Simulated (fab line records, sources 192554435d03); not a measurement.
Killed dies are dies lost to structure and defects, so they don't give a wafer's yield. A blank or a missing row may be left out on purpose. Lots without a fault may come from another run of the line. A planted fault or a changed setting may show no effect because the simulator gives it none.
Chamber matching | flow n5_finfet | N5_BEOL_M1_DESCUM_16 on rie_diel-05: 4 sister chambers
The step chemistry O2, time 7 s. 4 wafers are shown with their chamber, then 12 later ones without.

WAFERS WITH THEIR CHAMBER
wafer  | chamber | showerhead_plenum_p_Torr (Torr)
L083.4 | 1       | 2.15
L090.4 | 2       | 2.11
L090.5 | 0       | 2.02
L090.6 | 3       | 2.15

WAFERS WITHOUT THEIR CHAMBER
wafer  | showerhead_plenum_p_Torr (Torr)
L091.3 | 2.15
L091.4 | 2.02
L091.6 | 2.02
L092.2 | 2.15
L092.3 | 2.11
L092.5 | 2.14
L093.2 | 2.14
L093.5 | 2.11
L093.6 | 2.14
L096.3 | 2.14
L096.5 | 2.14
L096.6 | 2.02

WHICH CHAMBER EACH WENT THROUGH
wafer  | from the rows above     | in truth
L091.3 | can't be placed: 1 or 3 | 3
L091.4 | 0                       | 0
L091.6 | 0                       | 0
L092.2 | can't be placed: 1 or 3 | 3
L092.3 | 2                       | 2
L092.5 | can't be placed: 1 or 3 | 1
L093.2 | can't be placed: 1 or 3 | 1
L093.5 | 2                       | 2
L093.6 | can't be placed: 1 or 3 | 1
L096.3 | can't be placed: 1 or 3 | 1
L096.5 | can't be placed: 1 or 3 | 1
L096.6 | 0                       | 0
Placed correctly: 5 of 12. Can't be placed from these rows: 7 (the true chamber is among the candidates in 7). Placed wrongly: 0.
How it was worked out, from the rows above alone: a wafer's distance from a chamber is the root of the sum, over the readings, of the square of ((its reading less the chamber's mean) divided by the reading's scatter). The wafer belongs to the nearest chamber; if the next one is less than 2 further off, it can't be placed. A chamber's mean is the mean of its shown wafers. The scatter: with one shown wafer a chamber, the root of the mean of the squares of how far each hidden wafer lies from its nearest shown one.
